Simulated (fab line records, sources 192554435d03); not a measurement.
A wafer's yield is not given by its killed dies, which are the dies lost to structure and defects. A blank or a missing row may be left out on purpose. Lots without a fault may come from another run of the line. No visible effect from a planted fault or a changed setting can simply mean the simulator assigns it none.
fab line records	flow n5_finfet
record lots=6	wafers=18	last_day=17
route steps=1938 shown BEOL_M4@1049 PASSIVATION@1936
lots with no fault: from the same line, run without faults
start_h: the number of hours between the record's first day and the start of the first shown wafer of the lot	wait_h: hours since the lot's step before	" same as the row above	L1.1+2: a single row standing in for several wafers	- no value, or no start given	* or withheld: withheld	< > ~ a bound
route shown NAME@n: names a module that has steps shown in the file, with the first one's number in the route	usual: mean and standard deviation over wafers with no fault	same: alike in all rows	chamber/n: place in a boat	sites: the reading at each site	_std_site: their standard deviation	_edge_site: mean of outer sites minus mean of inner sites	radius_mm: how far each site lies from the wafer's centre	mask NAME#n: copy n	behind: the tool/chamber that last shaped the wafer	hold: cause of the lot's hold/its duration in hours/its outcome	device: the transistor (n, p or np) that didn't switch	end of line: tests of these same wafers at the route's end	step lacking rows: just its recipe	killed: count of dies lost to structure and defects at first sort (not the wafer's yield)	map: dies across one wafer; x = killed, . = not, _ = none there
set.NAME: setting as actually run; set.NAME@STEP: the setting as run at that earlier step	model.NAME: the simulator's own value behind a step, which no gauge read
certain route steps with their lots: each step a table, each wafer a row
services: the hour from which a tool's chamber was out of use, counted from the record's first day as start_h (under 0 if before that day), plus the number of hours and why
## steps
# step N5_BEOL_M4_COAT_76
# recipe resist=underlayer	temp_c=205	time_s=60	spin_rpm=1500	resist_thk_nm=5
# step N5_BEOL_M4_COAT_22
# recipe resist=CAR-EUV	spin_rpm=1500	resist_thk_nm=30
# step N5_BEOL_M4_EBR_24
# recipe solvent=PGMEA	ebr_width_mm=1.5
# step N5_BEOL_M4_SOFTBAKE_23
# recipe temp_c=110	time_s=60	resist=CAR-EUV
# step N5_BEOL_M4_EXPOSE_25
# recipe mask_id=V3	na=0.33	source_shape=quasar	sigma_inner=0.2	sigma_outer=0.8	polarization=unpolarized	defocus_nm=5	dose_mj=63
# step N5_BEOL_M4_PEB_26
# recipe peb_temp_c=100	peb_time_s=60	resist=CAR-EUV
# step N5_BEOL_M4_DEVELOP_27
# recipe develop_time_s=30	developer=TMAH	resist=CAR-EUV	rinse_liquid=surfactant_rinse	dry=air_spin	dev_temp_c=23
# step N5_BEOL_M4_CD_MEAS_28
# recipe target_cd_nm=26.2	landing_energy_ev=500	detector=se_inlens	target_cd_y_nm=24.1	polarity=opening
# usual cd_nm=26.18/0.21
lot.wafer	tool	chamber	start_h	wait_h	cd_nm
L289.1	cd_sem-03	0	181.61	-	25.86
L289.2	"	0	"	"	26.34
L289.3	"	0	"	"	26.09
L296.1	cd_sem-01	0	219.21	-	26.29
L296.3	"	0	"	"	26.13
L296.6	"	0	"	"	26.14
L297.1	cd_sem-02	0	229.82	-	26.40
L297.4	"	0	"	"	25.98
L297.5	"	0	"	"	25.66
L298.1	cd_sem-03	0	246.31	-	26.25
L298.4	"	0	"	"	26.64
L298.6	"	0	"	"	26.37
L300.1	cd_sem-01	0	252.28	-	26.22
L300.4	"	0	"	"	25.85
L300.5	"	0	"	"	26.11
L304.1	cd_sem-02	0	266.91	-	26.07
L304.2	"	0	"	"	26.20
L304.4	"	0	"	"	26.29
# step N5_BEOL_M4_OVL_MEAS_29
# recipe points_per_wafer=522
# usual V3_OVL=0.5/0.69
lot.wafer	tool	chamber	start_h	wait_h	V3_OVL[nm]
L289.1	overlay-02	0	181.64	0.0	-0.2
L289.2	"	0	"	"	0.5
L289.3	"	0	"	"	1.2
L296.1	overlay-01	0	219.24	0.0	1.8
L296.3	"	0	"	"	1.4
L296.6	"	0	"	"	1.7
L297.1	overlay-02	0	229.85	0.0	1.6
L297.4	"	0	"	"	-0.2
L297.5	"	0	"	"	0.3
L298.1	overlay-01	0	246.34	0.0	-1.4
L298.4	"	0	"	"	-0.2
L298.6	"	0	"	"	-0.1
L300.1	overlay-01	0	252.31	0.0	0.5
L300.4	"	0	"	"	-0.3
L300.5	"	0	"	"	1.1
L304.1	overlay-02	0	266.94	0.0	-0.4
L304.2	"	0	"	"	0.4
L304.4	"	0	"	"	0.3
# step N5_BEOL_M4_INSPECT_30
# recipe mode=adi	inspect_instrument=brightfield
# usual raw_defect_count=409/97
lot.wafer	tool	chamber	start_h	wait_h	raw_defect_count
L289.1	defect_inspect-01	-	181.70	0.1	475
L289.2	"	-	"	"	515
L289.3	"	-	"	"	365
L296.1	defect_inspect-02	-	219.30	0.1	319
L296.3	"	-	"	"	409
L296.6	"	-	"	"	388
L297.1	defect_inspect-01	-	229.91	0.1	338
L297.4	"	-	"	"	448
L297.5	"	-	"	"	317
L298.1	defect_inspect-02	-	246.40	0.1	581
L298.4	"	-	"	"	400
L298.6	"	-	"	"	495
L300.1	defect_inspect-02	-	252.37	0.1	486
L300.4	"	-	"	"	501
L300.5	"	-	"	"	473
L304.1	defect_inspect-01	-	267.00	0.1	406
L304.2	"	-	"	"	541
L304.4	"	-	"	"	431
# step N5_BEOL_M4_DESCUM_33
# recipe chemistry=O2	time_s=7	source_power_w=50	bias_power_w=20	pressure_mtorr=20	rf_frequency_hz=2.712e+07	temp_c=40	resist=CAR-EUV	o2_flow_sccm=225
# usual drypump_motor_current_A=5.6/0.38	oes_product_au=0.81/0.084	rf_vpp_V=243.5/1.3	showerhead_plenum_p_Torr=2.11/0.068	throttle_valve_pct=20.4/0.31
lot.wafer	tool	chamber	start_h	wait_h	drypump_motor_current_A	oes_product_au	rf_hours_counter_h	rf_vpp_V	showerhead_plenum_p_Torr	throttle_valve_pct
L289.1	rie_diel-03	1	181.74	0.0	5.5	0.69	241	245.0	2.07	20.5
L289.2	"	3	"	"	5.7	1.00	1	243.5	2.14	20.6
L289.3	"	0	"	"	5.1	0.87	43	243.2	2.05	20.5
L296.1	rie_diel-06	3	219.39	0.1	6.5	0.70	222	243.3	2.15	20.6
L296.3	"	2	"	"	5.0	0.80	104	240.0	2.01	20.5
L296.6	"	1	"	"	5.3	0.74	-	242.8	2.01	20.8
L297.1	rie_diel-06	2	229.94	0.0	5.0	0.80	107	243.0	2.01	20.6
L297.4	"	1	"	"	5.3	0.75	-	241.8	2.01	20.8
L297.5	"	0	"	"	5.4	0.71	-	242.7	2.07	20.3
L298.1	rie_diel-06	3	246.53	0.1	6.5	0.69	225	244.0	2.15	20.6
L298.4	"	1	"	"	5.3	0.74	158	241.5	2.00	20.8
L298.6	"	3	"	"	6.5	0.70	-	243.0	2.15	20.5
L300.1	rie_diel-03	3	252.40	0.0	5.6	0.92	27	244.3	2.14	20.6
L300.4	"	2	"	"	5.7	0.84	57	244.2	2.21	20.0
L300.5	"	0	"	"	5.1	0.83	-	242.5	2.04	20.5
L304.1	rie_diel-04	0	267.03	0.0	5.4	0.79	95	244.4	2.21	20.8
L304.2	"	2	"	"	5.7	0.81	78	242.7	2.11	19.9
L304.4	"	3	"	"	5.5	0.85	66	243.7	2.12	19.9
# step N5_BEOL_M4_ETCH_77
# recipe chemistry=N2/H2	target=underlayer	target_depth_a=65	mask_material=CAR-EUV	time_s=5.2	ion_energy_ev=200	pressure_mtorr=30	source_w=840	bias_w=150	n2_flow_sccm=200	h2_flow_sccm=200	ends=cleared
# usual bias_w=150.1/0.41	drypump_motor_current_A=5.6/0.38	etch_rf_on_time_s=5.19/0.092	oes_product_au=0.69/0.071	rf_vpp_V=524.4/2.5	showerhead_plenum_p_Torr=2.57/0.082	throttle_valve_pct=17.8/0.32
lot.wafer	tool	chamber	start_h	wait_h	bias_w	drypump_motor_current_A	etch_rf_on_time_s	oes_product_au	rf_hours_counter_h	rf_vpp_V	showerhead_plenum_p_Torr	throttle_valve_pct
L289.1	rie_diel-03	1	181.77	0.0	150.0	5.6	5.48	0.57	241	522.7	2.50	17.9
L289.2	"	3	"	"	150.9	5.7	5.22	0.86	1	525.9	2.61	18.1
L289.3	"	0	"	"	150.3	5.1	5.26	0.73	43	521.7	2.48	17.8
L296.1	rie_diel-06	3	219.43	0.0	149.8	6.5	5.19	0.59	222	524.5	2.62	18.2
L296.3	"	2	"	"	149.4	5.0	5.13	0.68	104	521.3	2.46	18.1
L296.6	"	1	"	"	150.2	5.3	5.09	0.64	-	520.9	2.45	18.2
L297.1	rie_diel-06	2	229.98	0.0	150.2	5.0	5.20	0.68	107	521.1	2.46	18.1
L297.4	"	1	"	"	150.4	5.3	5.13	0.63	-	520.6	2.45	18.2
L297.5	"	0	"	"	150.2	5.5	5.24	0.61	-	522.1	2.52	17.7
L298.1	rie_diel-06	3	246.56	0.0	150.8	6.5	5.19	0.60	225	526.4	2.62	18.2
L298.4	"	1	"	"	149.4	5.3	5.06	0.63	158	519.4	2.44	18.2
L298.6	"	3	"	"	150.5	6.5	5.19	0.59	-	525.3	2.62	18.2
L300.1	rie_diel-03	3	252.44	0.0	150.6	5.7	5.22	0.77	27	525.8	2.60	18.1
L300.4	"	2	"	"	149.5	5.7	5.27	0.70	57	527.5	2.69	17.4
L300.5	"	0	"	"	149.4	5.1	5.27	0.71	-	523.6	2.47	17.9
L304.1	rie_diel-04	0	267.07	0.0	150.1	5.4	5.10	0.67	95	527.6	2.68	18.2
L304.2	"	2	"	"	149.1	5.7	5.12	0.70	78	525.0	2.58	17.5
L304.4	"	3	"	"	150.5	5.5	5.07	0.73	66	525.5	2.57	17.4
# step N5_BEOL_M4_ETCH_69
# recipe chemistry=CF4	target=SiARC	target_depth_a=156	mask_material=CAR-EUV	time_s=26	ion_energy_ev=80	pressure_mtorr=40	source_w=545	bias_w=36	Ar_flow_sccm=100	cf4_flow_sccm=100	ends=cleared
# usual bias_w=36.00/0.1	cf4_flow_sccm=100.0/0.38	drypump_motor_current_A=5.6/0.38	etch_rf_on_time_s=25.9/0.49	oes_product_au=0.69/0.072	rf_vpp_V=184.4/1.1	showerhead_plenum_p_Torr=2.16/0.064	throttle_valve_pct=15.57/0.28
lot.wafer	tool	chamber	start_h	wait_h	bias_w	cf4_flow_sccm	drypump_motor_current_A	etch_rf_on_time_s	oes_product_au	rf_hours_counter_h	rf_vpp_V	showerhead_plenum_p_Torr	throttle_valve_pct
L289.1	rie_diel-03	1	181.79	0.0	36.10	99.6	5.6	27.7	0.57	241	182.7	2.11	15.72
L289.2	"	3	"	"	36.00	100.3	5.7	26.2	0.85	1	183.9	2.20	15.70
L289.3	"	0	"	"	35.85	100.3	5.1	26.4	0.73	43	183.8	2.10	15.60
L296.1	rie_diel-06	3	219.44	0.0	36.04	100.1	6.5	26.3	0.59	222	184.7	2.20	15.80
L296.3	"	2	"	"	36.08	100.0	5.0	26.2	0.67	104	182.5	2.08	15.82
L296.6	"	1	"	"	36.08	99.9	5.3	25.6	0.64	-	184.1	2.06	15.91
L297.1	rie_diel-06	2	229.99	0.0	36.09	99.8	5.0	26.1	0.68	107	182.6	2.08	15.80
L297.4	"	1	"	"	36.09	70.0	5.3	26.7	0.63	-	182.8	1.84	14.66
L297.5	"	0	"	"	35.97	99.8	5.5	26.4	0.61	-	184.1	2.13	15.59
L298.1	rie_diel-06	3	246.58	0.0	35.96	100.3	6.5	26.4	0.60	225	182.9	2.20	15.82
L298.4	"	1	"	"	35.98	70.1	5.3	26.8	0.62	158	184.1	1.84	14.67
L298.6	"	3	"	"	36.12	99.9	6.5	26.4	0.59	-	184.2	2.20	15.81
L300.1	rie_diel-03	3	252.46	0.0	35.91	99.6	5.7	25.8	0.79	27	184.4	2.19	15.74
L300.4	"	2	"	"	36.07	100.1	5.7	26.4	0.71	57	185.2	2.27	15.29
L300.5	"	0	"	"	35.96	99.8	5.0	25.9	0.71	-	182.3	2.09	15.65
L304.1	rie_diel-04	0	267.08	0.0	35.91	100.0	5.4	25.6	0.67	95	183.6	2.24	15.84
L304.2	"	2	"	"	35.84	99.5	5.7	25.8	0.69	78	184.0	2.17	15.17
L304.4	"	3	"	"	36.16	100.3	5.5	25.5	0.72	66	184.1	2.17	15.15
# step N5_BEOL_M4_ALD_98
# recipe material=SiO2	target_thk_a=25	temp_c=100	ald_precursor_family=BDEAS	ald_co_reactant=O2-plasma	pulse_time_s=1	co_reactant_pulse_time_s=1	purge_time_s=2	co_reactant_purge_time_s=2	ald_cycles=17	pressure_torr=2
# usual heater_power_w=78/7.5	precursor_pulse_height_rel=1.000/0.02
lot.wafer	tool	chamber	start_h	wait_h	heater_power_w	precursor_pulse_height_rel
L289.1	ald_sin-02	2	184.07	2.3	86	1.008
L289.2	"	1	"	"	78	0.999
L289.3	"	3	"	"	78	1.012
L296.1	ald_sin-03	1	219.87	0.4	76	0.983
L296.3	"	0	"	"	84	0.987
L296.6	"	2	"	"	94	0.991
L297.1	ald_sin-03	1	230.08	0.1	75	1.008
L297.4	"	0	"	"	82	1.052
L297.5	"	3	"	"	73	0.989
L298.1	ald_sin-02	1	246.66	0.1	78	0.969
L298.4	"	3	"	"	80	0.989
L298.6	"	2	"	"	84	0.986
L300.1	ald_sin-04	2	252.54	0.1	79	1.016
L300.4	"	3	"	"	80	1.026
L300.5	"	2	"	"	80	0.996
L304.1	ald_sin-04	0	267.17	0.1	62	0.980
L304.2	"	3	"	"	78	0.995
L304.4	"	1	"	"	74	1.002
# step N5_BEOL_M4_RC_MEAS_101
# usual DIBL_N=36.4/1.4	DIBL_P=36.3/1.8	IOFF_N=0.163/0.024	IOFF_P=0.21/0.034	ION_N=673/11	ION_P=461/7.4	SS_N=71.6/0.52	SS_P=73.3/0.58	VT_N=249.4/2.5	VT_P=-250/3.5
lot.wafer	tool	chamber	start_h	wait_h	DIBL_N[mV/V]	DIBL_P[mV/V]	IOFF_N[nA/um]	IOFF_P[nA/um]	ION_N[uA/um]	ION_P[uA/um]	SS_N[mV/dec]	SS_P[mV/dec]	VT_N[mV]	VT_P[mV]
L289.1	prober-02	0	191.89	0.0	38.0	37.4	0.181	0.27	675	467	72.0	73.6	246.9	-244
L289.2	"	0	"	"	37.2	37.0	0.161	0.24	681	472	71.9	73.4	249.2	-246
L289.3	"	0	"	"	37.8	37.5	0.179	0.27	684	478	72.3	73.7	246.0	-244
L296.1	prober-01	0	228.77	0.0	37.1	36.4	0.171	0.21	697	468	72.2	73.7	247.3	-251
L296.3	"	0	"	"	34.6	33.9	0.134	0.18	672	461	71.6	73.0	252.5	-252
L296.6	"	0	"	"	33.0	31.1	0.109	0.15	673	466	71.1	72.8	252.5	-255
L297.1	prober-01	0	239.59	0.0	35.9	35.9	0.157	0.20	669	457	71.4	73.5	248.8	-250
L297.4	"	0	"	"	35.0	35.1	0.149	0.20	669	457	70.9	73.9	249.8	-250
L297.5	"	0	"	"	38.5	39.9	0.225	0.28	694	471	72.7	73.8	243.7	-246
L298.1	prober-01	0	255.18	0.0	37.1	37.2	0.172	0.24	684	469	72.0	72.5	247.0	-248
L298.4	"	0	"	"	36.9	37.4	0.172	0.24	667	462	71.6	72.9	248.6	-248
L298.6	"	0	"	"	36.9	37.1	0.165	0.24	683	476	71.8	73.1	248.9	-244
L300.1	prober-01	0	260.20	0.0	36.1	37.3	0.168	0.23	678	460	72.5	73.5	248.1	-249
L300.4	"	0	"	"	33.9	34.3	0.118	0.18	659	455	71.5	72.2	255.4	-249
L300.5	"	0	"	"	35.8	36.7	0.162	0.22	672	463	71.8	72.5	249.3	-247
L304.1	prober-02	0	283.19	0.0	37.8	37.7	0.169	0.22	681	460	71.9	73.9	251.2	-252
L304.2	"	0	"	"	37.1	37.0	0.157	0.20	681	460	71.5	73.7	251.3	-251
L304.4	"	0	"	"	35.8	35.7	0.136	0.18	669	460	70.8	73.6	252.2	-252
# step N5_PASSIVATION_PROBE_49
# usual defect_limited_yield=91.4/1.6	killed_at_M0_to_M3=34/12	killed_at_M4_up=13/5.2	killed_at_contacts=11/5.5	killed_at_front_end=40/13	killed_at_other=3.4/2.7	killed_dies=102/19	killed_open=66/15	killed_short=33/7.9	sort_bin_5_function=5.1/1.1	sort_bin_6_memory=3.2/0.7	sort_n_pass=1078/19	sort_yield_pct=91.4/1.6
# same gross_dies=1180	killed_at_back_side=0	sort_bin_4_leakage[%]=0	sort_bin_8_speed[%]=0
lot.wafer	tool	chamber	start_h	wait_h	defect_limited_yield[%]	killed_at_M0_to_M3	killed_at_M4_up	killed_at_contacts	killed_at_front_end	killed_at_other	killed_dies	killed_open	killed_short	sort_bin_5_function[%]	sort_bin_6_memory[%]	sort_n_pass	sort_yield_pct[%]
L304.1	prober-02	-	398.27	0.0	88.7	36	9	21	65	2	133	87	44	6.7	4.2	1047	88.7
# killed by level:class
L304.1 FIN_SAQP:geometric_particle:open=16 STI_FIN_REVEAL:geometric_particle:open=15 MOL_CONTACT_COAG:geometric_particle:open=14 FIN_SAQP:geometric_particle:short=12 BEOL_M1:geometric_particle:open=8 MOL_CONTACT_COAG:geometric_particle:short=7 BEOL_M0_SAQP:geometric_particle:open=7 BEOL_M2:geometric_particle:open=7
## services
tool	chamber	start_h	hours	kind
ald_sin-04	-	176.80	14.0	pm
ald_sin-04	0	176.80	14.0	vent_cycle
ald_sin-04	1	176.80	14.0	vent_cycle
ald_sin-04	2	176.80	14.0	vent_cycle
ald_sin-04	3	176.80	14.0	vent_cycle
ald_sin-04	0	190.80	-	clean
ald_sin-04	1	190.80	-	clean
ald_sin-04	2	190.80	-	clean
ald_sin-04	3	190.80	-	clean
rie_diel-03	1	211.40	-	clean
rie_diel-03	1	211.40	-	consumable_replace:focus_ring
rie_diel-03	1	211.40	17.4	scheduled_down
rie_diel-03	1	211.40	17.4	vent_cycle
rie_diel-06	3	226.21	11.0	repair
ald_sin-04	-	248.78	0.8	pm
## key
first_sign step=N5_BEOL_M4_ETCH_69	reading=cf4_flow_sccm	direction=down	sigmas=78	usual=100.0	struck=70.1
effect step=N5_BEOL_M4_ETCH_69	reading=showerhead_plenum_p_Torr	direction=down	sigmas=5	usual=2.16	struck=1.84
met_at N5_BEOL_M4_ETCH_69
struck_wafers L297.4,L298.4
onset_between 219.44 229.99
fault kind=process_parameter_drift	tool=rie_diel-06	chamber=1	onset_h=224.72	steps=N5_BEOL_M4_ETCH_69	channel=cf4_flow_sccm	offset=-30	shape=step	end_h=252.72	acts_in=these_recipes_only	stated=100
